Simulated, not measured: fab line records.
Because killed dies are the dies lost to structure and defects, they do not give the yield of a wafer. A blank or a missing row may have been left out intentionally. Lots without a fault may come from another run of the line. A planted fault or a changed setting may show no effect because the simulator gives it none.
Which tool was responsible? || flow n5Finfet || 9 lots with 27 wafers sampled at 6 steps, on a route of 1938 steps

## WHAT THE GAUGES SHOWED, per wafer
N5_BEOL_M1_CD_MEAS_11: the cd target is 17.05 nm. Usual: cdNm at 17.16 nm, with a standard deviation of 0.25.
{"lot": "L486", "measured": "day 6 02:03", "on": "cdSem-01", "cdNm (nm)": "17.36 17.13 17.32", "flag": ""}
{"lot": "L490", "measured": "day 6 19:17", "on": "cdSem-01", "cdNm (nm)": "17.28 17.15 17.39", "flag": ""}
{"lot": "L492", "measured": "day 7 11:31", "on": "cdSem-03", "cdNm (nm)": "17.28 16.94 16.96", "flag": ""}
{"lot": "L495", "measured": "day 8 14:23", "on": "cdSem-01", "cdNm (nm)": "17.20 17.01 17.00", "flag": ""}
{"lot": "L496", "measured": "day 8 16:55", "on": "cdSem-02", "cdNm (nm)": "17.19 17.41 17.27", "flag": ""}
{"lot": "L503", "measured": "day 10 05:47", "on": "cdSem-03", "cdNm (nm)": "17.08 17.16 17.38", "flag": ""}
{"lot": "L504", "measured": "day 10 13:08", "on": "cdSem-03", "cdNm (nm)": "16.55 16.79 17.08", "flag": ""}
{"lot": "L505", "measured": "day 10 21:19", "on": "cdSem-01", "cdNm (nm)": "16.73 16.97 17.20", "flag": ""}
{"lot": "L506", "measured": "day 11 00:22", "on": "cdSem-03", "cdNm (nm)": "17.30 16.99 16.97", "flag": ""}

N5_BEOL_M1_OCD_MEAS_38. Usual: trenchDepthNm at 55.1 nm, with a standard deviation of 0.98.
{"lot": "L486", "measured": "day 6 05:05", "on": "ocd-02", "trenchDepthNm (nm)": "54.1 54.4 53.5", "flag": ""}
{"lot": "L490", "measured": "day 7 00:04", "on": "ocd-02", "trenchDepthNm (nm)": "54.1 54.0 54.5", "flag": ""}
{"lot": "L492", "measured": "day 7 13:53", "on": "ocd-01", "trenchDepthNm (nm)": "54.4 55.7 54.3", "flag": ""}
{"lot": "L495", "measured": "day 9 06:44", "on": "ocd-02", "trenchDepthNm (nm)": "- - -", "flag": "OFF"}
{"lot": "L496", "measured": "day 9 11:28", "on": "ocd-01", "trenchDepthNm (nm)": "- - -", "flag": "OFF"}
{"lot": "L503", "measured": "day 10 08:25", "on": "ocd-02", "trenchDepthNm (nm)": "54.4 54.7 57.1", "flag": ""}
{"lot": "L504", "measured": "day 10 15:58", "on": "ocd-02", "trenchDepthNm (nm)": "54.8 55.2 55.9", "flag": ""}
{"lot": "L505", "measured": "day 11 03:19", "on": "ocd-01", "trenchDepthNm (nm)": "53.4 55.1 54.2", "flag": ""}
{"lot": "L506", "measured": "day 11 03:19", "on": "ocd-02", "trenchDepthNm (nm)": "57.2 57.1 57.2", "flag": ""}

N5_BEOL_M4_RC_MEAS_101. Usual: DIBL_N 36.2 mV/V, standard deviation 1.7; DIBL_P 36.2 mV/V, standard deviation 2.2; IOFF_N 0.16 nA/um, standard deviation 0.035; IOFF_P 0.21 nA/um, standard deviation 0.042; ION_N 673 uA/um, standard deviation 13; ION_P 462 uA/um, standard deviation 7.9; SS_N 71.4 mV/dec, standard deviation 0.59; SS_P 73.2 mV/dec, standard deviation 0.7; VT_N 250 mV, standard deviation 3.6; VT_P -251 mV, standard deviation 3.5.
{"lot": "L486", "measured": "day 7 14:49", "on": "prober-01", "DIBL_N (mV/V)": "39.5 37.5 34.2", "DIBL_P (mV/V)": "39.9 36.7 33.5", "IOFF_N (nA/um)": "0.20 0.17 0.11", "IOFF_P (nA/um)": "0.24 0.20 0.15", "ION_N (uA/um)": "672 681 642", "ION_P (uA/um)": "458 461 443", "SS_N (mV/dec)": "72.9 71.9 71.0", "SS_P (mV/dec)": "74.6 74.5 72.4", "VT_N (mV)": "248 253 256", "VT_P (mV)": "-248 -251 -256", "flag": ""}
{"lot": "L490", "measured": "day 8 10:10", "on": "prober-02", "DIBL_N (mV/V)": "35.5 34.1 36.4", "DIBL_P (mV/V)": "34.9 33.8 35.9", "IOFF_N (nA/um)": "0.14 0.12 0.17", "IOFF_P (nA/um)": "0.19 0.18 0.21", "ION_N (uA/um)": "667 673 689", "ION_P (uA/um)": "464 467 467", "SS_N (mV/dec)": "70.9 70.8 71.2", "SS_P (mV/dec)": "73.4 72.8 72.6", "VT_N (mV)": "251 250 247", "VT_P (mV)": "-251 -254 -250", "flag": ""}
{"lot": "L492", "measured": "day 9 04:19", "on": "prober-01", "DIBL_N (mV/V)": "35.6 34.7 38.1", "DIBL_P (mV/V)": "38.0 36.0 39.9", "IOFF_N (nA/um)": "0.17 0.14 0.20", "IOFF_P (nA/um)": "0.21 0.18 0.23", "ION_N (uA/um)": "681 662 681", "ION_P (uA/um)": "456 454 458", "SS_N (mV/dec)": "71.0 71.7 71.8", "SS_P (mV/dec)": "72.9 73.0 74.0", "VT_N (mV)": "252 250 249", "VT_P (mV)": "-250 -253 -251", "flag": ""}
{"lot": "L503", "measured": "day 12 13:05", "on": "prober-02", "DIBL_N (mV/V)": "36.2 35.4 36.9", "DIBL_P (mV/V)": "35.5 35.1 37.5", "IOFF_N (nA/um)": "0.16 0.16 0.17", "IOFF_P (nA/um)": "0.21 0.21 0.24", "ION_N (uA/um)": "670 677 676", "ION_P (uA/um)": "465 468 462", "SS_N (mV/dec)": "71.2 71.6 72.2", "SS_P (mV/dec)": "73.1 73.0 73.1", "VT_N (mV)": "251 249 249", "VT_P (mV)": "-249 -249 -249", "flag": ""}
{"lot": "L504", "measured": "day 12 17:07", "on": "prober-02", "DIBL_N (mV/V)": "32.5 32.4 32.2", "DIBL_P (mV/V)": "32.9 31.6 30.7", "IOFF_N (nA/um)": "0.10 0.10 0.09", "IOFF_P (nA/um)": "0.15 0.14 0.13", "ION_N (uA/um)": "654 648 648", "ION_P (uA/um)": "455 446 446", "SS_N (mV/dec)": "71.2 70.5 70.4", "SS_P (mV/dec)": "72.3 72.4 72.3", "VT_N (mV)": "256 256 258", "VT_P (mV)": "-254 -255 -258", "flag": ""}
{"lot": "L505", "measured": "day 12 23:57", "on": "prober-01", "DIBL_N (mV/V)": "35.2 37.4 36.4", "DIBL_P (mV/V)": "34.0 36.2 34.2", "IOFF_N (nA/um)": "0.13 0.18 0.15", "IOFF_P (nA/um)": "0.18 0.22 0.19", "ION_N (uA/um)": "668 685 661", "ION_P (uA/um)": "460 467 455", "SS_N (mV/dec)": "71.4 71.3 70.8", "SS_P (mV/dec)": "72.7 72.8 73.1", "VT_N (mV)": "250 245 249", "VT_P (mV)": "-253 -251 -252", "flag": ""}
{"lot": "L506", "measured": "day 12 20:08", "on": "prober-02", "DIBL_N (mV/V)": "36.3 35.5 34.4", "DIBL_P (mV/V)": "37.8 35.8 34.4", "IOFF_N (nA/um)": "0.16 0.14 0.12", "IOFF_P (nA/um)": "0.21 0.19 0.16", "ION_N (uA/um)": "675 671 667", "ION_P (uA/um)": "458 461 454", "SS_N (mV/dec)": "70.9 70.7 71.0", "SS_P (mV/dec)": "73.4 73.3 73.1", "VT_N (mV)": "251 252 253", "VT_P (mV)": "-251 -251 -254", "flag": ""}

## EACH LOT AND THE TOOL THAT RAN IT (in order: tool; ch and the chambers of the sampled wafers; start)
{"lot": "L486", "N5_BEOL_M0_ETCH_128": "rieDiel-01 ch 2,3, day 5 21:23", "N5_BEOL_M1_ILD_DEP_00": "pecvd-01 ch 0,2, day 5 23:56", "N5_BEOL_M1_PECVD_72": "pecvd-04 ch 0,1, day 6 00:02"}
{"lot": "L490", "N5_BEOL_M0_ETCH_128": "rieDiel-03 ch 1,2,3, day 6 15:01", "N5_BEOL_M1_ILD_DEP_00": "pecvd-03 ch 0,1, day 6 18:11", "N5_BEOL_M1_PECVD_72": "pecvd-04 ch 0,1,2, day 6 18:17"}
{"lot": "L492", "N5_BEOL_M0_ETCH_128": "rieDiel-04 ch 0,1,3, day 7 05:49", "N5_BEOL_M1_ILD_DEP_00": "pecvd-01 ch 0,1,2, day 7 10:17", "N5_BEOL_M1_PECVD_72": "pecvd-04 ch 0,1, day 7 10:23"}
{"lot": "L495", "N5_BEOL_M0_ETCH_128": "rieDiel-03 ch 0,1,2, day 8 07:35", "N5_BEOL_M1_ILD_DEP_00": "pecvd-03 ch 0,2, day 8 12:10", "N5_BEOL_M1_PECVD_72": "pecvd-01 ch 0,1,2, day 8 12:17"}
{"lot": "L496", "N5_BEOL_M0_ETCH_128": "rieDiel-04 ch 0,1, day 8 09:02", "N5_BEOL_M1_ILD_DEP_00": "pecvd-04 ch 1,2, day 8 12:38", "N5_BEOL_M1_PECVD_72": "pecvd-04 ch 1,2, day 8 12:54"}
{"lot": "L503", "N5_BEOL_M0_ETCH_128": "rieDiel-04 ch 1,3, day 9 23:35", "N5_BEOL_M1_ILD_DEP_00": "pecvd-04 ch 0,1,2, day 10 03:37", "N5_BEOL_M1_PECVD_72": "pecvd-03 ch 0,1,2, day 10 03:44"}
{"lot": "L504", "N5_BEOL_M0_ETCH_128": "rieDiel-01 ch 0,1,2, day 10 07:54", "N5_BEOL_M1_ILD_DEP_00": "pecvd-03 ch 1,2, day 10 10:53", "N5_BEOL_M1_PECVD_72": "pecvd-01 ch 0,1, day 10 10:59"}
{"lot": "L505", "N5_BEOL_M0_ETCH_128": "rieDiel-04 ch 0,1, day 10 15:37", "N5_BEOL_M1_ILD_DEP_00": "pecvd-04 ch 0,2, day 10 20:12", "N5_BEOL_M1_PECVD_72": "pecvd-03 ch 0,2, day 10 20:19"}
{"lot": "L506", "N5_BEOL_M0_ETCH_128": "rieDiel-04 ch 0,1, day 10 20:22", "N5_BEOL_M1_ILD_DEP_00": "pecvd-03 ch 1,2, day 10 23:29", "N5_BEOL_M1_PECVD_72": "pecvd-04 ch 0,2, day 10 23:35"}
- N5_BEOL_M0_ETCH_128: etches SiCN in CF4/N2, target depth 12 nm, overetch 5.1 nm, time 21.4 s.
- N5_BEOL_M1_ILD_DEP_00: deposits SiOC from DEMS/O2, target thk 79 nm, time 15.3 s.
- N5_BEOL_M1_PECVD_72: deposits SiO2 from TEOS/O2, target thk 16 nm, time 18 s.

## WHAT THE TOOLS THEMSELVES READ (means of the sampled wafers that have a number; where no wafer has one, the mark that the record gives instead)
N5_BEOL_M0_ETCH_128. Usual: cf4FlowSccm 60.00 sccm, standard deviation 0.18; drypumpMotorCurrentA 5.7 A, standard deviation 0.45; n2FlowSccm 59.99 sccm, standard deviation 0.18; oesProductAu 0.52 a.u., standard deviation 0.044; rfVppV 382.8 V, standard deviation 1.7; showerheadPlenumPTorr 2.23 Torr, standard deviation 0.061; throttleValvePct 15.41 %, standard deviation 0.17.
{"lot": "L486", "tool": "rieDiel-01", "cf4FlowSccm (sccm)": 60.02, "drypumpMotorCurrentA (A)": 5.7, "n2FlowSccm (sccm)": 59.96, "oesProductAu (a.u.)": 0.57, "rfVppV (V)": 383.4, "showerheadPlenumPTorr (Torr)": 2.27, "throttleValvePct (%)": 15.31, "flag": ""}
{"lot": "L490", "tool": "rieDiel-03", "cf4FlowSccm (sccm)": 60.09, "drypumpMotorCurrentA (A)": 5.5, "n2FlowSccm (sccm)": 59.99, "oesProductAu (a.u.)": 0.51, "rfVppV (V)": 382.3, "showerheadPlenumPTorr (Torr)": 2.23, "throttleValvePct (%)": 15.33, "flag": ""}
{"lot": "L492", "tool": "rieDiel-04", "cf4FlowSccm (sccm)": 59.87, "drypumpMotorCurrentA (A)": 6.0, "n2FlowSccm (sccm)": 59.96, "oesProductAu (a.u.)": 0.54, "rfVppV (V)": 382.9, "showerheadPlenumPTorr (Torr)": 2.24, "throttleValvePct (%)": 15.50, "flag": ""}
{"lot": "L495", "tool": "rieDiel-03", "cf4FlowSccm (sccm)": 59.94, "drypumpMotorCurrentA (A)": 5.3, "n2FlowSccm (sccm)": 60.07, "oesProductAu (a.u.)": 0.53, "rfVppV (V)": 384.0, "showerheadPlenumPTorr (Torr)": 2.24, "throttleValvePct (%)": 15.22, "flag": ""}
{"lot": "L496", "tool": "rieDiel-04", "cf4FlowSccm (sccm)": 59.80, "drypumpMotorCurrentA (A)": 6.0, "n2FlowSccm (sccm)": 59.96, "oesProductAu (a.u.)": 0.56, "rfVppV (V)": 382.5, "showerheadPlenumPTorr (Torr)": 2.22, "throttleValvePct (%)": 15.54, "flag": ""}
{"lot": "L503", "tool": "rieDiel-04", "cf4FlowSccm (sccm)": 60.14, "drypumpMotorCurrentA (A)": 6.0, "n2FlowSccm (sccm)": 59.76, "oesProductAu (a.u.)": 0.54, "rfVppV (V)": 383.3, "showerheadPlenumPTorr (Torr)": 2.25, "throttleValvePct (%)": 15.50, "flag": ""}
{"lot": "L504", "tool": "rieDiel-01", "cf4FlowSccm (sccm)": 60.14, "drypumpMotorCurrentA (A)": 5.2, "n2FlowSccm (sccm)": 60.04, "oesProductAu (a.u.)": 0.49, "rfVppV (V)": 381.8, "showerheadPlenumPTorr (Torr)": 2.19, "throttleValvePct (%)": 15.49, "flag": ""}
{"lot": "L505", "tool": "rieDiel-04", "cf4FlowSccm (sccm)": 60.07, "drypumpMotorCurrentA (A)": 6.1, "n2FlowSccm (sccm)": 59.86, "oesProductAu (a.u.)": 0.53, "rfVppV (V)": 382.5, "showerheadPlenumPTorr (Torr)": 2.20, "throttleValvePct (%)": 15.64, "flag": ""}
{"lot": "L506", "tool": "rieDiel-04", "cf4FlowSccm (sccm)": 60.07, "drypumpMotorCurrentA (A)": 6.0, "n2FlowSccm (sccm)": 60.04, "oesProductAu (a.u.)": 0.54, "rfVppV (V)": 383.1, "showerheadPlenumPTorr (Torr)": 2.22, "throttleValvePct (%)": 15.58, "flag": ""}

N5_BEOL_M1_ILD_DEP_00. Usual: chamberPressureTorr 5.000 Torr, standard deviation 0.01; heaterPowerOuterW 289 W, standard deviation 72; heaterPowerW 498 W, standard deviation 110; showerheadPlenumPTorr 5.695 Torr, standard deviation 0.016; showerheadVppV 1380 V, standard deviation 64; throttleValvePct 12.1 %, standard deviation 0.5.
{"lot": "L486", "tool": "pecvd-01", "chamberPressureTorr (Torr)": 4.986, "heaterPowerOuterW (W)": 300, "heaterPowerW (W)": 531, "showerheadPlenumPTorr (Torr)": 5.706, "showerheadVppV (V)": 1332, "throttleValvePct (%)": 11.7, "flag": ""}
{"lot": "L490", "tool": "pecvd-03", "chamberPressureTorr (Torr)": 5.011, "heaterPowerOuterW (W)": 326, "heaterPowerW (W)": 513, "showerheadPlenumPTorr (Torr)": 5.689, "showerheadVppV (V)": 1349, "throttleValvePct (%)": 12.5, "flag": ""}
{"lot": "L492", "tool": "pecvd-01", "chamberPressureTorr (Torr)": 5.000, "heaterPowerOuterW (W)": 285, "heaterPowerW (W)": 515, "showerheadPlenumPTorr (Torr)": 5.697, "showerheadVppV (V)": 1389, "throttleValvePct (%)": 12.0, "flag": ""}
{"lot": "L495", "tool": "pecvd-03", "chamberPressureTorr (Torr)": "-", "heaterPowerOuterW (W)": "-", "heaterPowerW (W)": "-", "showerheadPlenumPTorr (Torr)": "-", "showerheadVppV (V)": "-", "throttleValvePct (%)": "-", "flag": "OFF"}
{"lot": "L496", "tool": "pecvd-04", "chamberPressureTorr (Torr)": "-", "heaterPowerOuterW (W)": "-", "heaterPowerW (W)": "-", "showerheadPlenumPTorr (Torr)": "-", "showerheadVppV (V)": "-", "throttleValvePct (%)": "-", "flag": "OFF"}
{"lot": "L503", "tool": "pecvd-04", "chamberPressureTorr (Torr)": 5.004, "heaterPowerOuterW (W)": 361, "heaterPowerW (W)": 613, "showerheadPlenumPTorr (Torr)": 5.701, "showerheadVppV (V)": 1428, "throttleValvePct (%)": 11.8, "flag": ""}
{"lot": "L504", "tool": "pecvd-03", "chamberPressureTorr (Torr)": 4.991, "heaterPowerOuterW (W)": 295, "heaterPowerW (W)": 495, "showerheadPlenumPTorr (Torr)": 5.702, "showerheadVppV (V)": 1352, "throttleValvePct (%)": 12.5, "flag": ""}
{"lot": "L505", "tool": "pecvd-04", "chamberPressureTorr (Torr)": 5.012, "heaterPowerOuterW (W)": 307, "heaterPowerW (W)": 552, "showerheadPlenumPTorr (Torr)": 5.706, "showerheadVppV (V)": 1398, "throttleValvePct (%)": 11.4, "flag": ""}
{"lot": "L506", "tool": "pecvd-03", "chamberPressureTorr (Torr)": 5.001, "heaterPowerOuterW (W)": 221, "heaterPowerW (W)": 403, "showerheadPlenumPTorr (Torr)": 5.687, "showerheadVppV (V)": 1363, "throttleValvePct (%)": 12.2, "flag": ""}

N5_BEOL_M1_PECVD_72. Usual: heaterPowerW 746 W, standard deviation 120; showerheadPlenumPTorr 8.79 Torr, standard deviation 0.062; showerheadVppV 1323 V, standard deviation 65; throttleValvePct 22.6 %, standard deviation 0.93.
{"lot": "L486", "tool": "pecvd-04", "heaterPowerW (W)": 805, "showerheadPlenumPTorr (Torr)": 8.78, "showerheadVppV (V)": 1413, "throttleValvePct (%)": 23.0, "flag": ""}
{"lot": "L490", "tool": "pecvd-04", "heaterPowerW (W)": 806, "showerheadPlenumPTorr (Torr)": 8.80, "showerheadVppV (V)": 1343, "throttleValvePct (%)": 21.8, "flag": ""}
{"lot": "L492", "tool": "pecvd-04", "heaterPowerW (W)": 897, "showerheadPlenumPTorr (Torr)": 8.77, "showerheadVppV (V)": 1403, "throttleValvePct (%)": 23.1, "flag": ""}
{"lot": "L495", "tool": "pecvd-01", "heaterPowerW (W)": 802, "showerheadPlenumPTorr (Torr)": 8.83, "showerheadVppV (V)": 1319, "throttleValvePct (%)": 22.4, "flag": ""}
{"lot": "L496", "tool": "pecvd-04", "heaterPowerW (W)": 806, "showerheadPlenumPTorr (Torr)": 8.81, "showerheadVppV (V)": 1370, "throttleValvePct (%)": 22.6, "flag": ""}
{"lot": "L503", "tool": "pecvd-03", "heaterPowerW (W)": 578, "showerheadPlenumPTorr (Torr)": 8.75, "showerheadVppV (V)": 1281, "throttleValvePct (%)": 23.2, "flag": ""}
{"lot": "L504", "tool": "pecvd-01", "heaterPowerW (W)": 797, "showerheadPlenumPTorr (Torr)": 8.80, "showerheadVppV (V)": 1361, "throttleValvePct (%)": 22.9, "flag": ""}
{"lot": "L505", "tool": "pecvd-03", "heaterPowerW (W)": 494, "showerheadPlenumPTorr (Torr)": 8.73, "showerheadVppV (V)": 1284, "throttleValvePct (%)": 23.1, "flag": ""}
{"lot": "L506", "tool": "pecvd-04", "heaterPowerW (W)": 822, "showerheadPlenumPTorr (Torr)": 8.83, "showerheadVppV (V)": 1288, "throttleValvePct (%)": 21.2, "flag": ""}

## THE ANSWER, worked out from the rows above alone
Rule: a lot is off if the mean of its wafers that have a number lies more than 3 standard deviations from the usual mean. A lot without any number at a reading at which 4 lots or more have one is off too. All remaining lots with rows at the step are treated as sound. Order of review: gauges by route order, followed by the tools' own readings, for which a lot's mean as printed above is used. The first step at which some lot is off is used, and at that step the reading that is off furthest; a lot without a number counts as furthest.
Off: L495, L496, at N5_BEOL_M1_OCD_MEAS_38 (trenchDepthNm). Without a number there: L495, L496.
A tool fits if, at a process step before that reading, it ran every lot that is off, and no sound lot after the first of them. Not tried: the gauges at N5_BEOL_M1_OCD_MEAS_38; whatever is off there is also off at N5_BEOL_M1_ILD_DEP_00, on other tools, and gauge error can't account for it. None of those tried fits.

## WHAT THE SIMULATOR PUT IN
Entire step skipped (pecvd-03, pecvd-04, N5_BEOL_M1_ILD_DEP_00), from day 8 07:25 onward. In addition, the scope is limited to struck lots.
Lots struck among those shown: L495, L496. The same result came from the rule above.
